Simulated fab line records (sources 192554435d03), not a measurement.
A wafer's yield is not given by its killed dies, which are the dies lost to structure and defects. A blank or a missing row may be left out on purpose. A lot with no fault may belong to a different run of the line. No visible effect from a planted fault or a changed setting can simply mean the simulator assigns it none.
Comparing a struck lot with a sound one	flow n5Finfet	14 steps out of a route of 1938
Sound: wafers L189.1, L189.3, L189.5. Struck: wafers L182.1, L182.3, L182.4. At the end, the cause is stated.
Order at every step that has rows: each side's tool, ch and its chambers, its first start. Under that, the readings that differ: sound wafers	struck wafers	difference of the means	sigmas: that difference in standard deviations of wafers without a fault.
alike: a reading whose means differ by less than 2 such deviations, as well as words and numbers matching on both sides. not compared: withheld readings; readings where some wafer has no value; bounds like >300 that might hide an equal value; numbers whose values overlap and for which the record gives no deviation.
The two part at a step that has a row with sigmas, a row that says differs or no value, or rows on one side only. Numbers that don't overlap but have no deviation are shown without sigmas and don't part them. A reading that every wafer of one side lacks parts them only if that side has two wafers or more.

first, 7 steps without rows for these wafers: N5_SD_EPI_P_SRD_25 (time 30 s); N5_SD_ACTIVATION_RTA_00 (time 0 s); N5_SD_ACTIVATION_LSA_01 (time 0.0008 s); N5_ILD0_LINER_00 (material SiNx, target thk 4 nm, pulse time 1 s, purge time 2 s); N5_ILD0_FCVD_FILL_01 (material SiO2 flowable, target thk 200 nm, time 328.3 s); N5_ILD0_CURE_02 (time 1800 s); N5_ILD0_CMP_03 (polishes, stops on SiNx, t overpolish 1.9 s, target thk 197.38 nm).
N5_ILD0_CMP_07: polishes SiO2 flowable, stops on poly-Si, t overpolish 1.18 s, target thk 138.88 nm.
  sound on cmp-02 ch 1,2, day 8 15:52; struck on cmp-02 ch 0,1,2, day 6 20:42
  no value came back on the struck wafers for edgeZonePressureFrac, headPressurePsi (psi), motorCurrentA (A); on the sound wafers edgeZonePressureFrac reads 0.992 1.002 1.003
reading	sound	struck	difference	sigmas
model.SiNx_of_DUMMY_GATE_HM_DEP_06.thkNm (nm)	0 0 0	76.6 76.2 76	+76.3	
model.SiO2_flowable_of_ILD0_FCVD_FILL_01.thkNm (nm)	139 139.2 138.8	197.2 198.4 195.4	+58.0	
  not compared: model.a-Si_of_DUMMY_GATE_CVD_03.thkNm
N5_ILD0_THK_MEAS_08:
  sound on filmMetro-01 at day 8 16:10; struck on filmMetro-02 at day 6 20:58
reading	sound	struck	difference	sigmas
thkNm (nm)	139.0 139.2 138.9	197.3 198.6 195.7	+58.2	+42
N5_ILD0_PRECLEAN_10: cleans in NF3:NH3, afs cycles 5, time 20 s, sublimation time 60 s.
  sound on remotePlasma-01 ch 0, day 8 16:12; struck on remotePlasma-01 ch 0, day 6 20:59
reading	sound	struck	difference	sigmas
model.SiO2_flowable_of_ILD0_FCVD_FILL_01.thkNm (nm)	120.2 120.4 120.2	170.6 171.6 169.2	+50.2	
then, 1 step without rows for these wafers: N5_ILD0_ALD_15 (deposits SiNx, target thk 24 nm, pulse time 1 s, ald cycles 480).
N5_ILD0_CMP_12: polishes SiNx, stops on poly-Si, t overpolish 6 s, target thk 17.67 nm.
  sound on cmp-02 ch 1,2,3, day 8 19:05; struck on cmp-03 ch 0,1,2, day 6 23:53
  alike: edgeZonePressureFrac, headPressurePsi, motorCurrentA
  not compared: model.a-Si_of_DUMMY_GATE_CVD_03.thkNm
N5_BEOL_M4_RC_MEAS_101:
  the record has rows for the sound wafers here (prober-02 ch 0, day 13 06:52) and none for the struck ones
-- the record jumps here: 9 days lie between the struck wafers' starts before and after (it left off in module BEOL_M4 and takes up again in module PASSIVATION, whose first step shown is number 1936 of the route) --
N5_PASSIVATION_PROBE_49:
  sound on prober-01 at day 17 20:05; struck on prober-02 at day 15 15:38
reading	sound	struck	difference	sigmas
defectLimitedYield (%)	90.2 91.8 89.3	0 0 0	-90	-60
killedAtFrontEnd	44 33 46	1121 1128 1101	+1076	+99 or more
killedDies	116 97 126	1180 1180 1180	+1067	+59
killedOnRim	9 13 15	152 152 152	+140	+34
sort_bin_5_function (%)	5.3 5.1 6.1	97.7 97.4 96.6	+91.7	+92
sortNPass	1064 1083 1054	0 0 0	-1067	-59
sortYieldPct (%)	90.2 91.8 89.3	0 0 0	-90	-60
  alike: killed_at_M0_to_M3, killed_at_M4_up, killedAtContacts, killedAtOther, killedOpen, killedShort, sort_bin_6_memory, sort_bin_8_speed

## WHERE THEY PART
At N5_ILD0_CMP_07 first; at N5_PASSIVATION_PROBE_49 last (within this record only).

WHY: what had been put in by the simulator
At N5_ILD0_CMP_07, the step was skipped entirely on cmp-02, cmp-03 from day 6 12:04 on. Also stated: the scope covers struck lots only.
